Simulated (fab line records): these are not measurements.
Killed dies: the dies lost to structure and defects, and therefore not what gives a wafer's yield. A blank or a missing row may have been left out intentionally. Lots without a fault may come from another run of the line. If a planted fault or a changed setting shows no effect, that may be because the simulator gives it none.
Matching of chambers + flow nand-harc + pecvd-02 running NHARC_P_M1_DEP_33: 3 sister chambers
The step deposits SiCN, target thk 30 nm. 3 wafers are shown with their chamber, then 7 later ones without.

## WAFERS, EACH WITH ITS CHAMBER
| wafer  | chamber | heater-power-w (W) |
|--------|---------|--------------------|
| L081.6 | 2       | 517                |
| L087.6 | 0       | 558                |
| L089.4 | 1       | 517                |

## WAFERS WHOSE CHAMBER IS MISSING
| wafer  | heater-power-w (W) |
|--------|--------------------|
| L089.5 | 615                |
| L088.1 | 554                |
| L088.2 | 654                |
| L088.5 | 432                |
| L095.2 | 595                |
| L095.3 | 460                |
| L095.6 | 469                |

## CHAMBER TAKEN BY EACH
| wafer  | from the rows above          | in truth |
|--------|------------------------------|----------|
| L089.5 | can't be placed: 0 or 1 or 2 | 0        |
| L088.1 | can't be placed: 0 or 1 or 2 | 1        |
| L088.2 | can't be placed: 0 or 1 or 2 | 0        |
| L088.5 | can't be placed: 1 or 2 or 0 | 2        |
| L095.2 | can't be placed: 0 or 1 or 2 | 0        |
| L095.3 | can't be placed: 1 or 2 or 0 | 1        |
| L095.6 | can't be placed: 1 or 2 or 0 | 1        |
Placed correctly: 0 of 7. Can't be placed from these rows: 7 (the true chamber is among the candidates in 7). Placed wrongly: 0.
How it was worked out, from the rows above alone: a wafer's distance from a chamber is the root of the sum, over the readings, of the square of ((its reading less the chamber's mean) divided by the reading's scatter). If the next closest chamber is less than 2 further off than the closest, the wafer can't be placed; otherwise it belongs to the closest. For every chamber, the mean is computed from those of its wafers that are shown. The scatter: root of mean squared gap, hidden wafer to nearest shown wafer, with one shown wafer a chamber.
